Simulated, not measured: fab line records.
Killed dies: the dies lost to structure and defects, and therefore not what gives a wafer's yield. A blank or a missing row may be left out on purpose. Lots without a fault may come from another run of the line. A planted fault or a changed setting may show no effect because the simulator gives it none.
A struck lot beside a sound one ; flow n5Finfet ; 14 out of 1938 route steps
Sound: these wafers, L861.3, L861.4, L861.5. Struck: wafer L865.5 (left out: L865.1, L865.4 of the same lot, which were not struck); the cause appears at the end.
At each step with rows: each side's tool, then ch and its chambers, then its first start. Under that, the readings that differ: sound wafers ; struck wafers ; difference of the means ; sigmas: that difference in standard deviations of wafers without a fault.
alike: readings whose means differ by less than 2 such deviations, and words and numbers that are the same on both sides. not compared: withheld readings, readings that some wafer has no value for, bounds like >300 that may hide the same value, and numbers for which the record gives no deviation and whose values overlap.
Wherever a step has rows on one side only, a row that says differs or no value, or a row with sigmas, the two part there. Numbers that have no deviation but don't overlap get no sigmas and don't part them. Lack of a reading on every wafer of one side parts them only where that side has two or more wafers.

first, 2 steps without rows for these wafers: N5_BEOL_M14_PRECLEAN_39 (cleans in residue remover, time 60 s); N5_BEOL_M14_SRD_40 (time 30 s, dry time 30 s).
N5_BEOL_M14_DEGAS_41: time 60 s.
  sound: pvdSputter-02 at day 12 04:37; struck: pvdSputter-03 at day 13 02:29
  alike: heaterPowerW, susceptorTempC
N5_BEOL_M14_PRE_CLEAN_42: time 30 s.
  sound: pvdSputter-02 at day 12 04:39; struck: pvdSputter-03 at day 13 02:32
reading;sound;struck;difference;sigmas
susceptorTempC (C);300.00 299.85 299.95;300.40;+0.47;+2
  alike: heaterPowerW
N5_BEOL_M14_SPUTTER_43: material TaN, target thk 15 nm, time 24.19 s.
  sound: pvdSputter-02 at day 12 04:41; struck: pvdSputter-03 at day 13 02:34
  alike: chamberPressurePa, susceptorTempC, throttleValvePct
N5_BEOL_M14_SPUTTER_44: material Ta, target thk 15 nm, time 24.19 s.
  sound: pvdSputter-02 at day 12 04:46; struck: pvdSputter-03 at day 13 02:39
reading;sound;struck;difference;sigmas
susceptorTempC (C);49.90 50.02 50.00;50.22;+0.25;+2
  alike: chamberPressurePa, throttleValvePct
then, 2 steps without rows for these wafers: N5_BEOL_M14_SPUTTER_45 (material Cu, target thk 100 nm, time 16.67 s); N5_BEOL_M14_ECD_47 (material Cu, target thk 1248 nm).
N5_BEOL_M14_ANNEAL_48: time 90 s.
  sound on rtpAnneal-01 ch 0, day 12 05:16; struck on rtpAnneal-02 ch 0, day 13 03:09
reading;sound;struck;difference;sigmas
wafer_temp_C_max;225.38 225.67 225.39;226.17;+0.69;+3
then, 1 step without rows for these wafers: N5_BEOL_M14_CMP_49 (polishes, stops on SiO2, t overpolish 5.2 s, target thk 560 nm).
N5_BEOL_M14_THK_MEAS_50: measures by xrf.
  sound: filmMetro-01 at day 12 05:46; struck: filmMetro-02 at day 13 03:44
  alike: M14_THK
then, 1 step without rows for these wafers: N5_BEOL_M14_PRE_CLEAN_52 (time 15 s).
N5_BEOL_M14_DEP_53: deposits SiCN from 3MS/NH3, target thk 50 nm, time 17.8 s.
  sound on pecvd-04 ch 1,2, day 12 05:50; struck on pecvd-01 ch 1, day 13 03:48
reading;sound;struck;difference;sigmas
model.SiCN_of_BEOL_M14_DEP_53.thkNm (nm);50 50.2 50.2;47.8;-2.3;
  alike: showerheadPlenumPTorr, throttleValvePct
N5_BEOL_M14_RS_MEAS_54: uses a four-point probe to measure.
  sound: filmMetro-01 at day 12 05:54; struck: filmMetro-01 at day 13 03:52
  alike: M14_RS

## WHERE THEY PART
First at N5_BEOL_M14_PRE_CLEAN_42; last, within this record, at N5_BEOL_M14_ANNEAL_48. Later steps at which nothing parts them and some readings are alike: N5_BEOL_M14_THK_MEAS_50, N5_BEOL_M14_DEP_53, N5_BEOL_M14_RS_MEAS_54.

WHY: whatever the simulator had introduced
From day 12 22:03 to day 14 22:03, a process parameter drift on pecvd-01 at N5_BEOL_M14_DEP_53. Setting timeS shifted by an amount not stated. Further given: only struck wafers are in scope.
